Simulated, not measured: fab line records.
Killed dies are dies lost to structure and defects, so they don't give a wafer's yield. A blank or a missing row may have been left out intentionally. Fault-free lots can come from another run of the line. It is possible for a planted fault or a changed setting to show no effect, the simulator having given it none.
Lot-split experiment || flow n5 finfet || 21 wafers read from 7 lots, route of 1938 steps

== ABOUT THE SPLIT ==
At N5_MOL_CONTACT_COAG_ETCH_124 (etches SiNx in CH3F/O2, stops on SiOC, target depth 6.5 nm), the setting bias w was moved away from the recipe's 73 W on 10 of the 21 wafers read, by -17.6% to +6.4%. For the rest of the wafers, this setting stayed at what the recipe calls for.

The reading is taken at the split's own step.

== THE READING ==
rf vpp V, in V, at N5_MOL_CONTACT_COAG_ETCH_124 (etches SiNx in CH3F/O2, stops on SiOC, target depth 6.5 nm). Fault-free wafers of this fab line usually give 298 V, standard deviation 6.5 V.

{"wafer": "L078.1", "tool, chamber at the split": "rie diel-05, 3", "bias w as run, W": 60.29, "against the recipe": "-17.4%", "rf vpp V, V": 252, "against lot-mates on the recipe": -48}
{"wafer": "L078.4", "tool, chamber at the split": "rie diel-05, 2", "bias w as run, W": 73, "against the recipe": "recipe", "rf vpp V, V": 301, "against lot-mates on the recipe": "-"}
{"wafer": "L078.5", "tool, chamber at the split": "rie diel-05, 1", "bias w as run, W": 73, "against the recipe": "recipe", "rf vpp V, V": 298, "against lot-mates on the recipe": "-"}
{"wafer": "L079.1", "tool, chamber at the split": "rie diel-05, 0", "bias w as run, W": 77.7, "against the recipe": "+6.4%", "rf vpp V, V": 313, "against lot-mates on the recipe": "+15"}
{"wafer": "L079.4", "tool, chamber at the split": "rie diel-05, 1", "bias w as run, W": 73, "against the recipe": "recipe", "rf vpp V, V": 298, "against lot-mates on the recipe": "-"}
{"wafer": "L079.6", "tool, chamber at the split": "rie diel-05, 1", "bias w as run, W": 77.7, "against the recipe": "+6.4%", "rf vpp V, V": 314, "against lot-mates on the recipe": "+16"}
{"wafer": "L082.2", "tool, chamber at the split": "rie diel-05, 1", "bias w as run, W": 73, "against the recipe": "recipe", "rf vpp V, V": 299, "against lot-mates on the recipe": "-"}
{"wafer": "L082.5", "tool, chamber at the split": "rie diel-05, 3", "bias w as run, W": 63.91, "against the recipe": "-12.5%", "rf vpp V, V": 264, "against lot-mates on the recipe": -34}
{"wafer": "L082.6", "tool, chamber at the split": "rie diel-05, 0", "bias w as run, W": 73, "against the recipe": "recipe", "rf vpp V, V": 297, "against lot-mates on the recipe": "-"}
{"wafer": "L084.3", "tool, chamber at the split": "rie diel-05, 3", "bias w as run, W": 73, "against the recipe": "recipe", "rf vpp V, V": 295, "against lot-mates on the recipe": "-"}
{"wafer": "L084.4", "tool, chamber at the split": "rie diel-05, 2", "bias w as run, W": 68.63, "against the recipe": "-6.0%", "rf vpp V, V": 284, "against lot-mates on the recipe": -11}
{"wafer": "L084.5", "tool, chamber at the split": "rie diel-05, 1", "bias w as run, W": 68.63, "against the recipe": "-6.0%", "rf vpp V, V": 285, "against lot-mates on the recipe": -10}
{"wafer": "L088.3", "tool, chamber at the split": "rie diel-05, 1", "bias w as run, W": 60.18, "against the recipe": "-17.6%", "rf vpp V, V": 257, "against lot-mates on the recipe": -45}
{"wafer": "L088.5", "tool, chamber at the split": "rie diel-05, 2", "bias w as run, W": 73, "against the recipe": "recipe", "rf vpp V, V": 302, "against lot-mates on the recipe": "-"}
{"wafer": "L088.6", "tool, chamber at the split": "rie diel-05, 3", "bias w as run, W": 60.18, "against the recipe": "-17.6%", "rf vpp V, V": 251, "against lot-mates on the recipe": -51}
{"wafer": "L089.2", "tool, chamber at the split": "rie diel-05, 0", "bias w as run, W": 73, "against the recipe": "recipe", "rf vpp V, V": 296, "against lot-mates on the recipe": "-"}
{"wafer": "L089.5", "tool, chamber at the split": "rie diel-05, 3", "bias w as run, W": 73, "against the recipe": "recipe", "rf vpp V, V": 293, "against lot-mates on the recipe": "-"}
{"wafer": "L089.6", "tool, chamber at the split": "rie diel-05, 2", "bias w as run, W": 73, "against the recipe": "recipe", "rf vpp V, V": 300, "against lot-mates on the recipe": "-"}
{"wafer": "L090.1", "tool, chamber at the split": "rie diel-05, 3", "bias w as run, W": 73, "against the recipe": "recipe", "rf vpp V, V": 295, "against lot-mates on the recipe": "-"}
{"wafer": "L090.3", "tool, chamber at the split": "rie diel-05, 0", "bias w as run, W": 61.04, "against the recipe": "-16.4%", "rf vpp V, V": 256, "against lot-mates on the recipe": -39}
{"wafer": "L090.4", "tool, chamber at the split": "rie diel-05, 1", "bias w as run, W": 61.04, "against the recipe": "-16.4%", "rf vpp V, V": 259, "against lot-mates on the recipe": -36}

FIT RESULTS
A straight line over all 21 wafers: rf vpp V changes by +2.51 V for each +1% of bias w; r = +0.99; the points scatter about the line by 2.5 V.
The same after taking each lot's own level away (the mean of its wafers on the recipe; 21 wafers): +2.55 V for each +1%; r = +0.99; scatter 3 V.
That fit puts the effect of the largest move of bias w on the reading at 45 V.
From 295.0 to 302.0 V: that is the span of the lots' own levels, equal to 1.1 times the standard deviation above.
Hence the lot-to-lot level has little effect on the slope; both slopes agree.
Check: -44.6 V against its lot-mates is what the line predicts for one of the wafers moved furthest among these (-17.6%) when that wafer is left out of the fit. Against them it came out at -45 V.
Tool readings at the split's step, against how far the setting was moved: rf vpp V r = +0.99.

== ADDITIONAL SPLITS CARRIED BY THESE WAFERS ==
Before the reading, these wafers also passed through other splits. Each is held against what the fit with the lots' levels taken away leaves over:
{"other split on the same wafers": "N5_SD_EPI_P_DEVELOP_08 develop time s", "wafers away from the commonest value": 7, "r with rf vpp V (lot level and that fit taken away)": -0.11}
{"other split on the same wafers": "N5_HKMG_FIN_HK_ALD_01 ald cycles", "wafers away from the commonest value": 7, "r with rf vpp V (lot level and that fit taken away)": -0.13}
{"other split on the same wafers": "N5_HKMG_FIN_COAT_41 spin rpm", "wafers away from the commonest value": 8, "r with rf vpp V (lot level and that fit taken away)": -0.17}
{"other split on the same wafers": "N5_GATE_CUT_COAT_27 spin rpm", "wafers away from the commonest value": 6, "r with rf vpp V (lot level and that fit taken away)": "+0.37"}
{"other split on the same wafers": "N5_GATE_CUT_COAT_07 spin rpm", "wafers away from the commonest value": 5, "r with rf vpp V (lot level and that fit taken away)": -0.16}

== FILE'S OWN FIT ==
rf vpp V changes by +2.57 V for each +1% of bias w, r = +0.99.
